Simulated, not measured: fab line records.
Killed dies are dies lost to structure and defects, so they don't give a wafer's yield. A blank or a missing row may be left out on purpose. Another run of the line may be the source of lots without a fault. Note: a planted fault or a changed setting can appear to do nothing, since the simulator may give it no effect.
Chamber matching    flow nand-harc    4 sister chambers for NHARC_A_CONTACT_ETCH_106 on rie-diel-08
The step etches the open film in CF4/O2, target depth 90 nm, overetch 9 nm, time 49.5 s. 4 wafers are shown with their chamber, then 12 later ones without.

== WAFERS PAIRED WITH THEIR CHAMBERS ==
wafer   chamber  drypump-motor-current-A (A)
L089.1  3        5.3
L090.3  2        5.4
L090.4  0        6.8
L090.5  1        5.8

== WAFERS WITHOUT THEIR CHAMBER ==
wafer   drypump-motor-current-A (A)
L091.1  6.8
L091.4  5.4
L091.5  6.8
L092.1  6.8
L092.2  5.4
L092.3  5.4
L094.3  5.8
L094.5  5.4
L094.6  5.8
L096.1  5.4
L096.2  5.7
L096.5  5.4

== WHICH CHAMBER EACH WENT THROUGH ==
wafer    from the rows above   in truth
L091.1   0                     0
L091.4   2                     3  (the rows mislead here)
L091.5   0                     0
L092.1   0                     0
L092.2   2                     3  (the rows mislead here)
L092.3   2                     2
L094.3   1                     1
L094.5   2                     2
L094.6   1                     1
L096.1   2                     2
L096.2   1                     1
L096.5   2                     2
Placed correctly: 10 of 12. Left unplaced by these rows: 0. Number placed wrongly: 2.
How it was worked out, from the rows above alone: a wafer's distance from a chamber is the root of the sum, over the readings, of the square of ((its reading less the chamber's mean) divided by the reading's scatter). The wafer belongs to the nearest chamber; if the next one is less than 2 further off, it can't be placed. The mean given for a chamber averages the wafers shown for that chamber. The scatter: with one shown wafer a chamber, the root of the mean of the squares of how far each hidden wafer lies from its nearest shown one.
